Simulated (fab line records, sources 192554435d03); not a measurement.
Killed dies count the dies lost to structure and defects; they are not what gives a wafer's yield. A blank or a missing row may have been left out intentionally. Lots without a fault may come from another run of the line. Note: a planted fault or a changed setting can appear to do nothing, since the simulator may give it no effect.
Which tool was responsible? | flow n5Finfet | 24 lots, 72 wafers sampled, at 2 steps of a route of 1938

## WHAT THE GAUGES SHOWED, per wafer
N5_BEOL_M10_RS_MEAS_57: measurement is done with a four-point probe.
lot  | measured     | on           | M10_RS (ohm/sq)
L074 | day 11 04:13 | filmMetro-01 | 0.148 0.148 0.153
L075 | day 11 04:31 | filmMetro-01 | 0.150 0.151 0.145
L076 | day 11 21:10 | filmMetro-01 | 0.151 0.146 0.147
L077 | day 11 22:07 | filmMetro-01 | 0.150 0.158 0.151
L078 | day 11 22:23 | filmMetro-02 | 0.151 0.158 0.151
L081 | day 12 07:56 | filmMetro-02 | 0.148 0.147 0.150
L082 | day 12 18:28 | filmMetro-02 | 0.148 0.156 0.151
L079 | day 12 22:03 | filmMetro-01 | 0.153 0.151 0.146
L080 | day 12 22:25 | filmMetro-02 | 0.153 0.149 0.145
L084 | day 13 02:19 | filmMetro-01 | 0.150 0.155 0.153
L083 | day 13 09:55 | filmMetro-02 | 0.150 0.148 0.151
L086 | day 13 15:08 | filmMetro-02 | 0.155 0.149 0.149
L085 | day 13 19:46 | filmMetro-02 | 0.146 0.151 0.154
L090 | day 14 04:22 | filmMetro-01 | 0.155 0.151 0.151
L087 | day 14 10:13 | filmMetro-01 | 0.151 0.158 0.143
L088 | day 14 14:38 | filmMetro-02 | 0.150 0.156 0.144
L089 | day 14 21:42 | filmMetro-01 | 0.159 0.151 0.161
L092 | day 15 08:01 | filmMetro-02 | 0.158 0.155 0.152
L091 | day 15 11:35 | filmMetro-02 | 0.147 0.147 0.153
L093 | day 15 11:40 | filmMetro-02 | 0.152 0.147 0.147
L094 | day 16 00:20 | filmMetro-01 | 0.154 0.154 0.158
L095 | day 16 13:13 | filmMetro-01 | 0.151 0.149 0.154
L097 | day 16 15:22 | filmMetro-01 | 0.154 0.148 0.153
L096 | day 16 15:28 | filmMetro-01 | 0.156 0.150 0.156

N5_BEOL_M11_CD_MEAS_11: target cd 64.1 nm.
lot  | measured     | on       | cdNm (nm)
L074 | day 11 05:47 | cdSem-02 | 62.1 62.5 62.5
L075 | day 11 06:01 | cdSem-01 | 62.9 63.3 63.3
L076 | day 12 00:10 | cdSem-03 | 63.7 64.6 64.9
L077 | day 11 23:53 | cdSem-02 | 62.9 62.7 63.4
L078 | day 12 00:19 | cdSem-01 | 64.3 65.5 64.6
L081 | day 12 11:35 | cdSem-02 | 64.1 64.4 64.5
L082 | day 12 20:30 | cdSem-02 | 62.7 62.9 63.5
L079 | day 13 00:06 | cdSem-01 | 64.8 63.8 64.1
L080 | day 13 00:18 | cdSem-03 | 62.7 63.3 63.1
L084 | day 13 05:52 | cdSem-01 | 64.5 64.6 64.3
L083 | day 13 13:00 | cdSem-01 | 63.6 63.6 64.2
L086 | day 13 17:01 | cdSem-03 | 63.4 63.4 63.1
L085 | day 13 21:57 | cdSem-01 | 63.8 63.3 63.7
L090 | day 14 05:44 | cdSem-02 | 64.0 63.5 63.9
L087 | day 14 13:28 | cdSem-01 | 63.9 63.2 63.5
L088 | day 14 18:48 | cdSem-03 | 64.6 63.1 63.9
L089 | day 14 23:26 | cdSem-02 | 64.2 64.1 64.1
L092 | day 15 10:46 | cdSem-02 | 64.7 65.0 64.2
L091 | day 15 14:10 | cdSem-01 | 64.5 64.8 64.5
L093 | day 15 14:25 | cdSem-03 | 63.6 64.0 63.4
L094 | day 16 01:50 | cdSem-02 | 62.5 63.2 62.6
L095 | day 16 15:09 | cdSem-01 | 64.7 63.9 63.7
L097 | day 16 18:00 | cdSem-01 | 65.2 64.1 64.8
L096 | day 16 18:10 | cdSem-02 | 63.1 63.7 63.0

## TOOL THAT RAN EACH LOT (tool first, then ch and the chambers of the sampled wafers, then the start)
The record holds no process step before these readings.

## AS READ BY THE TOOLS THEMSELVES (means over the sampled wafers that have a number; for cases with no such wafer, the mark the record gives instead)
The record holds no such reading with a usual standard deviation.

## THE ANSWER, worked out from the rows above alone
Rule: what is usual is taken from the lots themselves. The widest of any qualifying gaps counts: lots, ordered by their means at a reading, are off when they make up no more than a third of the lots, leave a main group of 4 or more, and stand apart from it by 3 or more times the standard deviation of that group's means. A main group is skipped when, at the precision printed for the reading in the tables above, its means are all equal. A lot without any number at a reading at which 4 lots or more have one is off too. The other lots that the step has rows for count as sound. The gauges are gone through in route order, then the tools' own readings, and for those a lot's mean is taken as printed above. At the first step where some lot is off, the reading lying furthest off is the one used; lots without a number count as furthest.
None of the lots is off at any reading shown; this tells nothing.

## WHAT THE SIMULATOR HAD PUT IN
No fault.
